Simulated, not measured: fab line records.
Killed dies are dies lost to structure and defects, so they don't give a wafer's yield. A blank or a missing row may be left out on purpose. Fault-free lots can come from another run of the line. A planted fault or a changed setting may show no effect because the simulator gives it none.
Which of the tools did it? + flow n5-finfet + 19 wafers from 7 lots sampled at 8 of the route's 1938 steps

WHAT EACH GAUGE READ, for each wafer
N5_BEOL_M8_OCD_MEAS_38. Usual: trench-depth-nm at 94.0 nm, with a standard deviation of 1.2.
| lot  | measured     | on     | trench-depth-nm (nm) | flag |
|------|--------------|--------|----------------------|------|
| L661 | day 11 05:02 | ocd-02 | 94.4 93.8 91.3       |      |
| L663 | day 11 05:01 | ocd-01 | 93.1 92.9 94.3       |      |
| L662 | day 11 04:36 | ocd-02 | 93.5 91.9 95.4       |      |
| L668 | day 13 04:34 | ocd-01 | 81.6 96.0 81.4       | OFF  |
| L672 | day 13 11:47 | ocd-02 | 95.9 92.9 93.8       |      |
| L673 | day 14 00:19 | ocd-01 | 94.1 91.6            |      |
| L676 | day 14 06:53 | ocd-02 | 95.3 93.8            |      |

N5_BEOL_M8_THK_MEAS_53: measures by xrf. Usual: M8_THK gives 81.1 nm (standard deviation 1.8).
| lot  | measured     | on            | M8_THK (nm)    | flag |
|------|--------------|---------------|----------------|------|
| L661 | day 11 09:19 | film-metro-01 | 80.6 80.5 78.1 |      |
| L663 | day 11 09:03 | film-metro-01 | 80.3 80.0 81.8 |      |
| L662 | day 11 08:03 | film-metro-01 | 81.0 79.0 82.8 |      |
| L668 | day 13 07:19 | film-metro-01 | 70.2 82.6 69.3 | OFF  |
| L672 | day 13 14:50 | film-metro-01 | 84.8 82.0 82.4 |      |
| L673 | day 14 02:59 | film-metro-02 | 79.4 77.1      |      |
| L676 | day 14 09:23 | film-metro-01 | 81.4 78.4      |      |

N5_BEOL_M8_RS_MEAS_57: a four-point-probe measurement. Usual: M8_RS gives 0.283 ohm/sq (standard deviation 0.0075).
| lot  | measured     | on            | M8_RS (ohm/sq)    | flag |
|------|--------------|---------------|-------------------|------|
| L661 | day 11 09:27 | film-metro-01 | 0.283 0.284 0.295 |      |
| L663 | day 11 09:11 | film-metro-01 | 0.288 0.288 0.280 |      |
| L662 | day 11 08:11 | film-metro-02 | 0.285 0.293 0.278 |      |
| L668 | day 13 07:26 | film-metro-01 | 0.336 0.277 0.339 | OFF  |
| L672 | day 13 14:58 | film-metro-01 | 0.272 0.283 0.280 |      |
| L673 | day 14 03:07 | film-metro-01 | 0.286 0.297       |      |
| L676 | day 14 09:31 | film-metro-01 | 0.283 0.296       |      |

N5_BEOL_M15_RC_MEAS_101. Usual: COMB_M10 1.4e-11 S/m, standard deviation 2.8e-12; COMB_M10_max_site 2.1e-11 S/m, standard deviation 4.3e-12; COMB_M11 1.37e-11 S/m, standard deviation 2.9e-12; COMB_M12 5.7e-12 S/m, standard deviation 1.3e-12; COMB_M13 4.2e-12 S/m, standard deviation 8.2e-13; COMB_M14 2.9e-12 S/m, standard deviation 7.7e-13; COMB_M15 1.9e-12 S/m, standard deviation 6.3e-13; COMB_M15_max_site 3e-12 S/m, standard deviation 9.6e-13; COMB_M5 3.6e-11 S/m, standard deviation 7.3e-12; COMB_M6 2.4e-11 S/m, standard deviation 5.4e-12; COMB_M7 2.5e-11 S/m, standard deviation 5.2e-12; COMB_M9 1.38e-11 S/m, standard deviation 2.6e-12; SERP_M10 3.02 ohm/um, standard deviation 0.076; SERP_M10_max_site 3.11 ohm/um, standard deviation 0.083; SERP_M11 3.04 ohm/um, standard deviation 0.08; SERP_M12 0.634 ohm/um, standard deviation 0.014; SERP_M13 0.308 ohm/um, standard deviation 0.0066; SERP_M14 0.1579 ohm/um, standard deviation 0.003; SERP_M5 38.8 ohm/um, standard deviation 1.6; SERP_M6 13.5 ohm/um, standard deviation 0.52; SERP_M7 13.4 ohm/um, standard deviation 0.56; SERP_M8 13.5 ohm/um, standard deviation 0.46; SERP_M8_max_site 14.2 ohm/um, standard deviation 0.62; SERP_M9 3.04 ohm/um, standard deviation 0.08.
| lot  | measured     | on        | COMB_M10 (S/m)             | COMB_M10_max_site (S/m) | COMB_M11 (S/m)             | COMB_M12 (S/m)          | COMB_M13 (S/m)          | COMB_M14 (S/m)          | COMB_M15 (S/m)          | COMB_M15_max_site (S/m) | COMB_M5 (S/m)           | COMB_M6 (S/m)           | COMB_M7 (S/m)           | COMB_M9 (S/m)              | SERP_M10 (ohm/um) | SERP_M10_max_site (ohm/um) | SERP_M11 (ohm/um) | SERP_M12 (ohm/um) | SERP_M13 (ohm/um) | SERP_M14 (ohm/um)    | SERP_M5 (ohm/um) | SERP_M6 (ohm/um) | SERP_M7 (ohm/um) | SERP_M8 (ohm/um) | SERP_M8_max_site (ohm/um) | SERP_M9 (ohm/um) | flag |
|------|--------------|-----------|----------------------------|-------------------------|----------------------------|-------------------------|-------------------------|-------------------------|-------------------------|-------------------------|-------------------------|-------------------------|-------------------------|----------------------------|-------------------|----------------------------|-------------------|-------------------|-------------------|----------------------|------------------|------------------|------------------|------------------|---------------------------|------------------|------|
| L661 | day 13 13:18 | prober-02 | 2.04e-11 1.93e-11 1.13e-11 | 2.7e-11 3.1e-11 1.8e-11 | 1.13e-11 1.02e-11 1.27e-11 | 5.7e-12 3.9e-12 4.6e-12 | 5.6e-12 3.2e-12 3.2e-12 | 2e-12 2.5e-12 1.9e-12   | 1.6e-12 1.6e-12 5e-13   | 2.3e-12 3e-12 8e-13     | 4.7e-11 3.9e-11 4.8e-11 | 2.5e-11 3.5e-11 2.1e-11 | 2.4e-11 2.2e-11 2.1e-11 | 1.29e-11 1.37e-11 1.49e-11 | 3.09 3.05 3.11    | 3.19 3.16 3.14             | 3.15 3.13 3.10    | 0.633 0.625 0.640 | 0.327 0.302 0.325 | 0.1547 0.1541 0.1550 | 38.8 38.7 36.7   | 14.3 12.9 13.8   | 13.5 13.5 12.6   | 13.5 13.0 13.8   | 14.8 13.4 14.3            | 2.94 2.92 2.94   |      |
| L663 | day 14 02:42 | prober-01 | 1.5e-11 1.54e-11 1.75e-11  | 2.1e-11 3.4e-11 2.8e-11 | 1.49e-11 1.69e-11 1.66e-11 | 7.4e-12 6.4e-12 6.7e-12 | 6.5e-12 4.6e-12 5e-12   | 2.7e-12 3e-12 3.8e-12   | 1.7e-12 1.5e-12 2e-12   | 3.6e-12 1.7e-12 3.3e-12 | 3.4e-11 4e-11 4.1e-11   | 2.8e-11 1.6e-11 2e-11   | 2.3e-11 3e-11 2.8e-11   | 1.41e-11 1.16e-11 1.34e-11 | 3.08 3.00 3.01    | 3.14 3.11 3.09             | 2.97 3.07 3.01    | 0.619 0.639 0.643 | 0.301 0.308 0.312 | 0.1561 0.1635 0.1633 | 37.4 37.1 40.1   | 13.5 13.3 12.7   | 13.8 12.9 14.1   | 14.6 14.0 13.9   | 15.7 14.3 14.2            | 3.03 2.95 2.94   |      |
| L662 | day 13 15:48 | prober-01 | 1.06e-11 1.19e-11 1.31e-11 | 1.6e-11 1.7e-11 2.1e-11 | 1.51e-11 1.01e-11 1.34e-11 | 5.6e-12 5e-12 3.7e-12   | 5e-12 5e-12 5.4e-12     | 4.6e-12 3.1e-12 3.7e-12 | 2.2e-12 2.5e-12 2.8e-12 | 3.4e-12 3.5e-12 4.7e-12 | 3.6e-11 3.2e-11 2.9e-11 | 1.7e-11 1.9e-11 1.9e-11 | 2.5e-11 2.9e-11 2.8e-11 | 1.38e-11 1.27e-11 1.24e-11 | 3.06 2.98 3.04    | 3.11 3.11 3.11             | 3.20 3.02 3.03    | 0.621 0.641 0.622 | 0.298 0.314 0.303 | 0.1581 0.1581 0.1609 | 38.7 39.6 39.5   | 13.6 12.9 13.6   | 14.1 13.1 13.4   | 13.5 13.8 13.1   | 14.1 14.1 13.4            | 3.07 2.96 3.08   |      |
| L668 | day 15 11:51 | prober-02 | 1.5e-11 1.43e-11 8.6e-12   | 2.2e-11 2.1e-11 1.6e-11 | 1.31e-11 1.51e-11 1.34e-11 | 6.2e-12 5.6e-12 5e-12   | 4e-12 3.4e-12 3e-12     | 3.4e-12 5.3e-12 2.4e-12 | 2.3e-12 1.2e-12 1.2e-12 | 3.2e-12 2.5e-12 1.9e-12 | 3.4e-11 3.6e-11 4.1e-11 | 2.2e-11 2.7e-11 2.2e-11 | 3.4e-11 2.7e-11 2e-11   | 1.97e-11 1.45e-11 1.59e-11 | 3.07 3.11 3.14    | 3.22 3.17 3.24             | 2.95 3.04 3.11    | 0.626 0.631 0.635 | 0.308 0.301 0.307 | 0.1543 0.1549 0.1557 | 38.6 38.4 36.7   | 13.7 14.1 13.8   | 14.6 13.6 13.7   | 16.4 13.9 16.0   | 16.9 14.5 16.6            | 3.17 3.04 2.95   | OFF  |
| L672 | day 15 14:47 | prober-01 | 1.76e-11 1.16e-11 1.85e-11 | 2.6e-11 1.9e-11 2.2e-11 | 9.6e-12 1.08e-11 1.48e-11  | 6e-12 5e-12 5.8e-12     | 4.1e-12 3.3e-12 5.4e-12 | 2.7e-12 3.2e-12 3.4e-12 | 2.4e-12 2.8e-12 2e-12   | 2.6e-12 3.8e-12 3e-12   | 3.6e-11 3.1e-11 3e-11   | 2.6e-11 2e-11 2.4e-11   | 3.2e-11 2.5e-11 3.8e-11 | 1.63e-11 1.81e-11 1.89e-11 | 2.90 2.98 2.88    | 2.99 3.05 3.13             | 3.00 2.93 3.09    | 0.642 0.636 0.627 | 0.303 0.311 0.301 | 0.1627 0.1580 0.1632 | 40.7 38.8 39.5   | 13.2 14.1 13.0   | 13.9 14.6 14.0   | 13.0 13.5 13.3   | 13.3 14.5 13.7            | 3.11 2.94 3.01   |      |
| L673 | day 16 09:22 | prober-02 | 1.67e-11 1.24e-11          | 2.9e-11 1.7e-11         | 1.25e-11 1.13e-11          | 6.1e-12 5.2e-12         | 2.9e-12 2.2e-12         | 1e-12 2.7e-12           | 2.2e-12 1.6e-12         | 3.7e-12 2.2e-12         | 4.8e-11 4.9e-11         | 2.6e-11 2e-11           | 2.9e-11 2.8e-11         | 1.22e-11 1.91e-11          | 3.12 3.06         | 3.20 3.25                  | 2.90 2.86         | 0.633 0.606       | 0.321 0.303       | 0.1580 0.1629        | 37.1 40.6        | 12.8 13.0        | 13.3 12.8        | 13.9 13.9        | 14.4 14.5                 | 3.12 3.07        |      |
| L676 | day 16 12:23 | prober-01 | 1.36e-11 1.02e-11          | 1.8e-11 1.5e-11         | 1.01e-11 1.5e-11           | 7.3e-12 6.7e-12         | 4.8e-12 5.7e-12         | 3.8e-12 2.9e-12         | 2e-12 2.4e-12           | 3.1e-12 2.8e-12         | 4.1e-11 3.7e-11         | 2.4e-11 2.7e-11         | 2.3e-11 2.1e-11         | 1.64e-11 1.49e-11          | 3.11 3.04         | 3.16 3.14                  | 2.98 2.95         | 0.645 0.637       | 0.313 0.310       | 0.1572 0.1579        | 40.8 39.6        | 14.1 14.2        | 13.4 13.2        | 12.9 13.9        | 13.7 15.0                 | 3.02 3.01        |      |

WHICH TOOL RAN EACH LOT (tool, then ch and the chambers of the sampled wafers, then the start)
| lot  | N5_BEOL_M8_HM_OPEN_17             | N5_BEOL_M8_DESCUM_33               | N5_BEOL_M8_STRIP_36                | N5_BEOL_M8_TRENCH_ETCH_37          |
|------|-----------------------------------|------------------------------------|------------------------------------|------------------------------------|
| L661 | rie-metal-01 ch 0,1, day 11 02:20 | rie-diel-06 ch 0,2, day 11 04:37   | rie-diel-06 ch 0,2, day 11 04:50   | rie-diel-06 ch 0,2, day 11 04:53   |
| L663 | rie-metal-03 ch 0,1, day 11 02:37 | rie-diel-01 ch 0,2,3, day 11 04:35 | rie-diel-01 ch 0,2,3, day 11 04:49 | rie-diel-01 ch 0,2,3, day 11 04:52 |
| L662 | rie-metal-03 ch 0,1, day 11 02:55 | rie-diel-06 ch 0,1,3, day 11 04:10 | rie-diel-06 ch 0,1,3, day 11 04:24 | rie-diel-06 ch 0,1,3, day 11 04:26 |
| L668 | rie-metal-03 ch 1, day 13 01:59   | rie-diel-06 ch 0,3, day 13 04:08   | rie-diel-06 ch 0,3, day 13 04:22   | rie-diel-06 ch 0,3, day 13 04:24   |
| L672 | rie-metal-01 ch 0,1, day 13 10:19 | rie-diel-01 ch 0,1,2, day 13 11:21 | rie-diel-01 ch 0,1,2, day 13 11:35 | rie-diel-01 ch 0,1,2, day 13 11:37 |
| L673 | rie-metal-02 ch 0,1, day 13 22:37 | rie-diel-01 ch 0,3, day 13 23:53   | rie-diel-01 ch 0,3, day 14 00:07   | rie-diel-01 ch 0,3, day 14 00:09   |
| L676 | rie-metal-02 ch 0, day 14 05:25   | rie-diel-05 ch 1,2, day 14 06:27   | rie-diel-05 ch 1,2, day 14 06:41   | rie-diel-05 ch 1,2, day 14 06:43   |
- N5_BEOL_M8_HM_OPEN_17: chemistry Cl2/BCl3, target TiN, target depth 20 nm, overetch 6 nm.
- N5_BEOL_M8_DESCUM_33: chemistry O2, time 7 s.
- N5_BEOL_M8_STRIP_36: strips in N2/H2.
- N5_BEOL_M8_TRENCH_ETCH_37: etches SiCOH lowk in C4F6/O2, target depth 93.478 nm, time 31.2 s.

WHAT THE TOOLS THEMSELVES READ (means of the sampled wafers that have a number; where no wafer has one, the mark that the record gives instead)
N5_BEOL_M8_HM_OPEN_17. Usual: drypump-motor-current-A 5.9 A, standard deviation 0.48; oes-product-au 0.68 a.u., standard deviation 0.063; throttle-valve-pct 22.1 %, standard deviation 0.31.
| lot  | tool         | drypump-motor-current-A (A) | oes-product-au (a.u.) | throttle-valve-pct (%) | flag |
|------|--------------|-----------------------------|-----------------------|------------------------|------|
| L661 | rie-metal-01 | 5.8                         | 0.79                  | 21.7                   |      |
| L663 | rie-metal-03 | 6.3                         | 0.73                  | 22.0                   |      |
| L662 | rie-metal-03 | 6.4                         | 0.72                  | 22.1                   |      |
| L668 | rie-metal-03 | 6.4                         | 0.70                  | 22.0                   |      |
| L672 | rie-metal-01 | 5.8                         | 0.77                  | 21.7                   |      |
| L673 | rie-metal-02 | 5.8                         | 0.62                  | 22.3                   |      |
| L676 | rie-metal-02 | 5.6                         | 0.59                  | 22.1                   |      |

N5_BEOL_M8_DESCUM_33. Usual: drypump-motor-current-A 5.6 A, standard deviation 0.42; o2-flow-sccm 224.9 sccm, standard deviation 0.62; oes-product-au 0.82 a.u., standard deviation 0.073; rf-vpp-V 243.4 V, standard deviation 1.2; showerhead-plenum-p-Torr 2.11 Torr, standard deviation 0.062; throttle-valve-pct 20.47 %, standard deviation 0.17.
| lot  | tool        | drypump-motor-current-A (A) | o2-flow-sccm (sccm) | oes-product-au (a.u.) | rf-vpp-V (V) | showerhead-plenum-p-Torr (Torr) | throttle-valve-pct (%) | flag |
|------|-------------|-----------------------------|---------------------|-----------------------|--------------|---------------------------------|------------------------|------|
| L661 | rie-diel-06 | 5.3                         | 224.9               | 0.76                  | 244.0        | 2.12                            | 20.55                  |      |
| L663 | rie-diel-01 | 5.3                         | 224.9               | 0.79                  | 243.1        | 2.15                            | 20.53                  |      |
| L662 | rie-diel-06 | 5.5                         | 225.6               | 0.78                  | 243.0        | 2.07                            | 20.52                  |      |
| L668 | rie-diel-06 | 5.3                         | 225.1               | 0.78                  | 243.5        | 2.10                            | 20.62                  |      |
| L672 | rie-diel-01 | 5.5                         | 225.4               | 0.81                  | 244.0        | 2.12                            | 20.49                  |      |
| L673 | rie-diel-01 | 5.5                         | 224.4               | 0.86                  | 244.0        | 2.14                            | 20.46                  |      |
| L676 | rie-diel-05 | 5.8                         | 225.1               | 0.82                  | 241.4        | 2.02                            | 20.60                  |      |

N5_BEOL_M8_STRIP_36. Usual: drypump-motor-current-A 5.6 A, standard deviation 0.43; oes-product-au 0.82 a.u., standard deviation 0.072; rf-vpp-V 59.1 V, standard deviation 1.4; showerhead-plenum-p-Torr 2.55 Torr, standard deviation 0.074; throttle-valve-pct 23.68 %, standard deviation 0.19.
| lot  | tool        | drypump-motor-current-A (A) | oes-product-au (a.u.) | rf-vpp-V (V) | showerhead-plenum-p-Torr (Torr) | throttle-valve-pct (%) | flag |
|------|-------------|-----------------------------|-----------------------|--------------|---------------------------------|------------------------|------|
| L661 | rie-diel-06 | 5.3                         | 0.75                  | 60.4         | 2.59                            | 23.93                  |      |
| L663 | rie-diel-01 | 5.3                         | 0.78                  | 59.9         | 2.58                            | 23.59                  |      |
| L662 | rie-diel-06 | 5.5                         | 0.78                  | 59.4         | 2.51                            | 23.87                  |      |
| L668 | rie-diel-06 | 5.2                         | 0.77                  | 59.2         | 2.55                            | 23.93                  |      |
| L672 | rie-diel-01 | 5.5                         | 0.82                  | 58.0         | 2.55                            | 23.54                  |      |
| L673 | rie-diel-01 | 5.5                         | 0.86                  | 59.5         | 2.56                            | 23.52                  |      |
| L676 | rie-diel-05 | 5.8                         | 0.82                  | 58.4         | 2.45                            | 23.77                  |      |

N5_BEOL_M8_TRENCH_ETCH_37. Usual: drypump-motor-current-A 5.6 A, standard deviation 0.42; oes-product-au 0.82 a.u., standard deviation 0.075; rf-vpp-V 668 V, standard deviation 13; showerhead-plenum-p-Torr 2.86 Torr, standard deviation 0.079; throttle-valve-pct 20.89 %, standard deviation 0.16.
| lot  | tool        | drypump-motor-current-A (A) | oes-product-au (a.u.) | rf-vpp-V (V) | showerhead-plenum-p-Torr (Torr) | throttle-valve-pct (%) | flag |
|------|-------------|-----------------------------|-----------------------|--------------|---------------------------------|------------------------|------|
| L661 | rie-diel-06 | 5.3                         | 0.76                  | 667          | 2.87                            | 20.93                  |      |
| L663 | rie-diel-01 | 5.3                         | 0.79                  | 669          | 2.89                            | 20.86                  |      |
| L662 | rie-diel-06 | 5.5                         | 0.78                  | 665          | 2.81                            | 21.01                  |      |
| L668 | rie-diel-06 | 5.3                         | 0.74                  | 668          | 2.85                            | 21.03                  |      |
| L672 | rie-diel-01 | 5.5                         | 0.82                  | 663          | 2.87                            | 20.85                  |      |
| L673 | rie-diel-01 | 5.5                         | 0.88                  | 660          | 2.88                            | 20.80                  |      |
| L676 | rie-diel-05 | 5.8                         | 0.82                  | 679          | 2.74                            | 20.98                  |      |

THE ANSWER, worked out from the rows above alone
Rule: lot off if the mean of its wafers having a number is beyond 3 standard deviations from the usual mean. A lot without any number at a reading at which 4 lots or more have one is off too. Where the step has rows for the other lots, those lots are counted as sound. The gauges are gone through in route order, then the tools' own readings, and for those a lot's mean is taken as printed above. At the first step where some lot is off, the reading lying furthest off is the one used; lots without a number count as furthest.
Off: L668 (N5_BEOL_M8_OCD_MEAS_38, trench-depth-nm).
If a tool, at a process step before that reading, ran all the lots that are off and no sound lot after the first of them, it fits. The gauges at N5_BEOL_M8_OCD_MEAS_38 aren't tried: what is off there is off at N5_BEOL_M8_THK_MEAS_53 too, on other tools, and a gauge's error can't cause that. 2 tools fit, rie-metal-03 at N5_BEOL_M8_HM_OPEN_17 and rie-diel-06 at N5_BEOL_M8_DESCUM_33 and N5_BEOL_M8_STRIP_36 and N5_BEOL_M8_TRENCH_ETCH_37, so this cannot tell which one it is.

WHAT THE SIMULATOR HAD PUT IN
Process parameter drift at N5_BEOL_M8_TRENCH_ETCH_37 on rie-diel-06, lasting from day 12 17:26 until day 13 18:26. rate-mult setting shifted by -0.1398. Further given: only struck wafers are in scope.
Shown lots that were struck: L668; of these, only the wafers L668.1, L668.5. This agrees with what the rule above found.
